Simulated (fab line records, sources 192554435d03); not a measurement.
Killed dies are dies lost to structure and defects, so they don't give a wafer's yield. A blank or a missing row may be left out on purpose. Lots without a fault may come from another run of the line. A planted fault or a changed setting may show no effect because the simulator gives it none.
Chamber matching | flow n5_finfet | N5_GATE_CUT_ETCH_37 on rie_diel-02: 4 sister chambers
The step etches SOC in N2/H2, target depth 60 nm, overetch 12 nm, time 90 s. 4 wafers are shown with their chamber, then 7 later ones without.

WAFERS WITH THEIR CHAMBER
wafer  | chamber | drypump_motor_current_A (A)
L092.1 | 3       | 5.7
L092.2 | 1       | 6.1
L092.3 | 0       | 5.6
L092.5 | 2       | 5.7

WAFERS WITHOUT THEIR CHAMBER
wafer  | drypump_motor_current_A (A)
L092.6 | 6.1
L097.1 | 5.7
L097.3 | 5.7
L097.6 | 6.0
L096.1 | 6.0
L096.3 | 5.5
L096.4 | 5.7

WHICH CHAMBER EACH WENT THROUGH
wafer  | from the rows above          | in truth
L092.6 | 1                            | 1
L097.1 | can't be placed: 2 or 3 or 0 | 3
L097.3 | can't be placed: 2 or 3 or 0 | 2
L097.6 | 1                            | 1
L096.1 | 1                            | 1
L096.3 | can't be placed: 0 or 2 or 3 | 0
L096.4 | can't be placed: 2 or 3 or 0 | 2
Placed correctly: 3 of 7. Can't be placed from these rows: 4 (the true chamber is among the candidates in 4). Placed wrongly: 0.
How it was worked out, from the rows above alone: a wafer's distance from a chamber is the root of the sum, over the readings, of the square of ((its reading less the chamber's mean) divided by the reading's scatter). The wafer belongs to the nearest chamber; if the next one is less than 2 further off, it can't be placed. A chamber's mean is the mean of its shown wafers. The scatter: with one shown wafer a chamber, the root of the mean of the squares of how far each hidden wafer lies from its nearest shown one.
